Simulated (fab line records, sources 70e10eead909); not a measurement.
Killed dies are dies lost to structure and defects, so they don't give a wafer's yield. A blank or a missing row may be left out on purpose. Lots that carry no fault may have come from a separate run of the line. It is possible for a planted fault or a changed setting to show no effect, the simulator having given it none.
Matching of chambers ; flow nand_harc ; pecvd-03 running NHARC_P_M1_PRE_CLEAN_32: 3 sister chambers
The step time 12 s. 6 wafers are shown with their chamber, then 7 later ones without.

== EACH WAFER AND ITS CHAMBER ==
wafer;chamber;heater_power_w (W)
L125.2;1;605
L125.6;2;629
L136.2;1;605
L136.4;2;628
L138.3;0;576
L138.4;0;569

== WAFERS WITH NO CHAMBER GIVEN ==
wafer;heater_power_w (W)
L138.5;672
L140.2;581
L140.3;711
L140.4;576
L141.1;706
L141.2;510
L141.3;635

== WHICH CHAMBER EACH WENT THROUGH ==
wafer;from the rows above;in truth
L138.5;2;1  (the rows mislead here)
L140.2;0;0
L140.3;2;2
L140.4;0;0
L141.1;2;2
L141.2;0;0
L141.3;2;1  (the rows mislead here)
Correct placement for 5 of the 7. Not placeable from these rows: 0. Number placed wrongly: 2.
How it was worked out, from the rows above alone: a wafer's distance from a chamber is the root of the sum, over the readings, of the square of ((its reading less the chamber's mean) divided by the reading's scatter). If the next closest chamber is less than 2 further off than the closest, the wafer can't be placed; otherwise it belongs to the closest. A chamber's mean is the mean of its shown wafers. The scatter: take each reading less its chamber's mean, square it, sum over the shown wafers, divide by the number of wafers less the number of chambers, and take the root.
